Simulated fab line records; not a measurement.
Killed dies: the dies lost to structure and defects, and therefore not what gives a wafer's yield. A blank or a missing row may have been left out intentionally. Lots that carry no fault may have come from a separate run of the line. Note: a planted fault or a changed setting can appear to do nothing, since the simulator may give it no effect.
fab line records ; flow n5_finfet ; part 2 of 2: steps 37 to 40 of 40
[record] lots = 6; wafers = 17; last_day = 18
route steps=1938 shown BEOL_M13@1673 BEOL_M15@1830
lots that met no fault: taken from a fault-free run of the same line
start_h: hours from the record's first day to the start of the lot's first wafer shown ; wait_h: hours elapsed since this lot's preceding step ; " identical to the entry in the row above ; L1.1+2: a single row standing in for several wafers ; - no value present, or no start provided ; * or withheld: withheld ; < > ~ a bound
route shown NAME@n: names a module that has steps shown in the file, with the first one's number in the route ; usual: the fault-free wafers' mean and standard deviation ; same: alike in all rows ; chamber/n: place in a boat ; sites: per-site readings ; _std_site: the values' standard deviation ; _edge_site: mean of outer sites minus mean of inner sites ; radius_mm: for every site, how far away it sits from the centre of the wafer ; mask NAME#n: copy n ; behind: the tool/chamber that last shaped the wafer ; hold: why the lot went on hold/how many hours it stayed there/how the hold came to an end ; device: whichever transistor did not switch (one of n, p or np) ; end of line: the tests these same wafers got at the end of their route ; a step with no rows: only its recipe ; killed: count of dies lost to structure and defects at first sort (not the wafer's yield) ; map: shows each die of a wafer: x if killed, . if not, _ if none is there
set.NAME: setting as actually run; set.NAME@STEP: the setting as run at that earlier step ; model.NAME: the simulator's own value behind a step, which no gauge read
certain route steps with their lots: each step a table, each wafer a row
services: the hour from which a tool's chamber was out of use, counted from the record's first day as start_h (under 0 if before that day), plus the number of hours and why
[[steps]]
[step N5_BEOL_M13_CMP_49]
[recipe] stop_on = SiOC; t_overpolish_s = 17.1; down_force_psi = 1; platen_rpm = 50; clearing_platen_down_force_psi = 1.5; clearing_platen_rpm = 50; post_cmp_clean = cu_alkaline; target_thk_nm = 420; clearing_platen_pad_velocity_m_s = 0.99484; pad_velocity_m_s = 0.99484
[step N5_BEOL_M13_PRE_CLEAN_52]
[recipe] gas = NH3; time_s = 15; temp_c = withheld; rf_power_w = 300
[step N5_BEOL_M13_DEP_53]
[recipe] material = SiCN; target_thk_a = 500; temp_c = withheld; precursor = 3MS/NH3; pressure_torr = 3; rf_w = 675; time_s = 17.8
[step N5_BEOL_M15_RC_MEAS_101]
[usual] COMB_M10 = 1.6e-11/3.6e-12; COMB_M11 = 1.5e-11/3e-12; COMB_M12 = 6.5e-12/1.3e-12; COMB_M13 = 4.7e-12/1.1e-12; COMB_M14 = 3.5e-12/9.9e-13; COMB_M15 = 2.5e-12/7.4e-13; COMB_M5 = 3.7e-11/7e-12; COMB_M6 = 2.5e-11/5e-12; COMB_M7 = 2.6e-11/5.2e-12; COMB_M8 = 2.6e-11/5.4e-12; COMB_M9 = 1.5e-11/3.3e-12; SERP_M10 = 3.07/0.076; SERP_M11 = 3.10/0.095; SERP_M12 = 0.634/0.015; SERP_M13 = 0.308/0.0064; SERP_M13_max_site = 0.312/0.0066; SERP_M14 = 0.160/0.0046; SERP_M5 = 39.4/1.9; SERP_M6 = 13.7/0.54; SERP_M6_max_site = 14.3/0.62; SERP_M7 = 13.8/0.58; SERP_M8 = 13.8/0.5; SERP_M9 = 3.10/0.099
lot.wafer;tool;chamber;start_h;wait_h;COMB_M10[S/m];COMB_M11[S/m];COMB_M12[S/m];COMB_M13[S/m];COMB_M14[S/m];COMB_M15[S/m];COMB_M5[S/m];COMB_M6[S/m];COMB_M7[S/m];COMB_M8[S/m];COMB_M9[S/m];SERP_M10[ohm/um];SERP_M11[ohm/um];SERP_M12[ohm/um];SERP_M13[ohm/um];SERP_M13_max_site[ohm/um];SERP_M14[ohm/um];SERP_M5[ohm/um];SERP_M6[ohm/um];SERP_M6_max_site[ohm/um];SERP_M7[ohm/um];SERP_M8[ohm/um];SERP_M9[ohm/um]
L217.1;prober-02;0;301.18;0.0;1.3e-11;1.9e-11;6e-12;4.5e-12;2.4e-12;2.6e-12;4.3e-11;2e-11;2.4e-11;1.3e-11;1.4e-11;3.05;3.16;0.603;0.307;0.310;0.162;39.4;13.4;14.5;14.4;13.7;3.22
L217.2;prober-02;0;301.18;0.0;1.3e-11;1.5e-11;5.7e-12;4.6e-12;3.7e-12;1.9e-12;4.5e-11;3.7e-11;2.5e-11;2.4e-11;1.7e-11;3.11;3.05;0.622;0.303;0.308;0.160;38.5;13.4;13.8;13.7;14.9;3.10
L217.6;prober-02;0;301.18;0.0;1.7e-11;1.5e-11;5.1e-12;5e-12;2.9e-12;2.3e-12;3.3e-11;2.4e-11;2.5e-11;2.2e-11;1.4e-11;3.03;3.06;0.621;0.303;0.305;0.159;39.6;13.9;14.2;13.7;13.7;3.09
L224.2;prober-01;0;320.07;0.2;1.5e-11;1.8e-11;6.9e-12;6.4e-12;3.8e-12;3.4e-12;2.3e-11;2.9e-11;2.4e-11;2.5e-11;1.2e-11;3.10;3.04;0.632;0.310;0.313;0.154;39.5;14.0;14.6;13.2;13.9;2.97
L224.4;prober-01;0;320.07;0.2;1.7e-11;2.1e-11;6.2e-12;4.8e-12;3.3e-12;2.8e-12;4.2e-11;2.3e-11;2.8e-11;2.4e-11;1.3e-11;3.14;3.12;0.627;0.316;0.317;0.159;40.0;13.8;14.2;13.3;14.3;3.21
L224.5;prober-01;0;320.07;0.2;1.6e-11;1.5e-11;6.5e-12;5e-12;3.7e-12;3.3e-12;2.3e-11;3.2e-11;2.9e-11;2.6e-11;1.7e-11;3.11;3.22;0.626;0.315;0.316;0.157;39.2;14.0;14.9;14.1;13.6;3.00
L231.4;prober-01;0;372.82;0.5;1.7e-11;1.6e-11;6.5e-12;5.1e-12;5e-12;2.1e-12;3.3e-11;3.6e-11;2.3e-11;2.2e-11;1.1e-11;3.22;2.95;0.611;0.288;0.290;0.154;38.6;13.8;14.5;13.0;14.8;3.09
L231.5;prober-01;0;372.82;0.5;1.6e-11;1.7e-11;7.5e-12;4.2e-12;4.5e-12;2.1e-12;3.4e-11;2.6e-11;3.3e-11;2.6e-11;1.4e-11;3.13;3.06;0.611;0.261;0.264;0.155;40.0;13.9;14.3;13.9;14.3;3.34
L230.2;prober-02;0;375.03;0.2;1.6e-11;1.4e-11;5.2e-12;3.9e-12;4e-12;2.5e-12;5.3e-11;2.6e-11;2e-11;2.3e-11;1.5e-11;3.09;3.29;0.636;0.271;0.274;0.158;42.7;13.1;14.1;13.3;14.0;3.21
L230.6;prober-02;0;375.03;0.2;2e-11;1.3e-11;7.4e-12;4.3e-12;2.7e-12;1.8e-12;3.6e-11;3.5e-11;2.4e-11;2.1e-11;1.9e-11;3.04;2.98;0.623;0.271;0.274;0.158;40.2;14.2;14.5;13.3;14.2;3.17
L237.3;prober-01;0;393.98;0.3;1.2e-11;1.2e-11;7.5e-12;3.9e-12;3.7e-12;3.6e-12;3e-11;2.5e-11;2.3e-11;2.2e-11;1.8e-11;3.00;3.35;0.616;0.323;0.325;0.163;40.3;13.8;14.7;15.2;14.2;2.98
L237.6;prober-01;0;393.98;0.3;1.4e-11;1.5e-11;5.5e-12;7.8e-12;2.9e-12;3.5e-12;4.2e-11;2.3e-11;2.4e-11;3.3e-11;1.3e-11;3.00;3.04;0.627;0.306;0.311;0.163;38.3;14.5;15.3;14.7;13.0;3.02
L239.2;prober-02;0;421.11;0.2;1.9e-11;1.9e-11;6.1e-12;2.9e-12;4.6e-12;2.6e-12;3.4e-11;2.8e-11;2.3e-11;2.8e-11;1.1e-11;3.00;3.27;0.638;0.297;0.300;0.160;39.0;14.0;14.3;14.2;14.6;3.10
L239.4;prober-02;0;421.11;0.2;1.7e-11;1.5e-11;5.7e-12;8e-12;3.6e-12;2.4e-12;3.2e-11;1.9e-11;3.1e-11;2.6e-11;1e-11;3.06;3.15;0.633;0.313;0.317;0.164;41.1;14.0;14.6;14.5;15.2;3.17
L239.6;prober-02;0;421.11;0.2;1.7e-11;2e-11;8.1e-12;3.9e-12;3.3e-12;2e-12;4.4e-11;2.2e-11;2.2e-11;2.2e-11;1.2e-11;3.00;3.17;0.627;0.306;0.308;0.167;38.4;14.1;14.5;14.5;14.0;3.18
// sites SERP_M13 radius_mm=0,75,75,75,75,140,140,140,140
L217.1 0.307 0.308 0.310 0.306 0.307 0.305 0.306 0.307 0.309
L224.2 0.310 0.310 0.310 0.313 0.312 0.313 0.308 0.312 0.308
L231.4 0.288 0.289 0.290 0.290 0.287 0.286 0.289 0.287 0.287
L237.3 0.319 0.318 0.325 0.319 0.318 0.325 0.325 0.324 0.323
L239.2 0.297 0.299 0.296 0.300 0.300 0.292 0.298 0.297 0.297
[[services]]
tool;chamber;start_h;hours;kind
krf_scanner-01;-;253.85;4.0;pm
rie_diel-02;-;257.01;2.8;pm
rie_diel-02;3;261.30;17.6;repair
krf_scanner-02;-;270.27;4.4;pm
plasma_asher-01;-;290.59;3.1;repair
krf_scanner-02;-;292.30;4.4;pm
krf_scanner-02;-;298.53;0.8;pm
rie_diel-04;3;301.26;-;clean
rie_diel-02;1;307.24;11.4;repair
krf_scanner-01;-;313.61;0.8;pm
rie_diel-05;-;330.98;14.6;pm
krf_scanner-02;-;363.18;1.0;pm
krf_scanner-01;-;366.50;1.3;pm
rie_diel-02;0;377.97;-;clean
rie_diel-02;0;377.97;-;consumable_replace:focus_ring
rie_diel-02;0;377.97;-;consumable_replace:showerhead
rie_diel-02;0;377.97;28.3;scheduled_down
rie_diel-02;0;377.97;28.3;vent_cycle
rie_diel-05;-;379.52;0.5;repair
rie_diel-02;3;381.15;5.7;repair
krf_scanner-02;-;382.70;1.2;repair
krf_scanner-02;-;383.93;1.3;pm
plasma_asher-01;-;393.48;2.8;pm
rie_diel-02;2;400.52;7.9;repair
[[key]]
[first_sign] step = N5_BEOL_M13_EXPOSE_25; reading = exposure_dose_mJ_cm2; direction = down; sigmas = 91; usual = 21.995; struck = 20.102
[effect] step = N5_BEOL_M13_CD_MEAS_28; reading = cd_nm; direction = up; sigmas = 15; usual = 210.0; struck = 235.8; through = control_loop
[effect] step = N5_BEOL_M15_RC_MEAS_101; reading = SERP_M13; direction = down; sigmas = 5.6; usual = 0.308; struck = 0.273
[model_effect] step = N5_BEOL_M13_DESCUM_33; value = BEOL_M13.cd_nm; without = 209.2; struck = 235.6
[model_effect] step = N5_BEOL_M13_ETCH_38; value = BEOL_M13.cd_nm; without = 210.5; struck = 236.9
met_at N5_BEOL_M13_EXPOSE_25
struck_wafers L230.1,L230.2,L230.6,L231.4,L231.5,L231.6
later_rows_left_out L230.1,L231.6
sort_left_out L230.1,L230.2,L230.6,L231.4,L231.5,L231.6
[loop_trim] step = N5_BEOL_M13_EXPOSE_25; setting = dose; lots = L230,L231
onset_between 295.17 351.71
[fault] kind = process_parameter_drift; tool = krf_scanner-01; chamber = -; onset_h = 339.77; steps = N5_BEOL_M13_EXPOSE_25; channel = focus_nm; offset = 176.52; spread_by_wafer = 0.3; shape = step; end_h = 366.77
// sort_left_out: the simulated sort isn't trusted on such a fault, so these wafers' sort isn't shown, and their yield isn't known
// later_rows_left_out: the simulator's readings of these wafers behind a module that went badly wrong aren't trusted and aren't shown, but for the sort
// loop_trim: a control loop set the setting to another value than it would have without faults
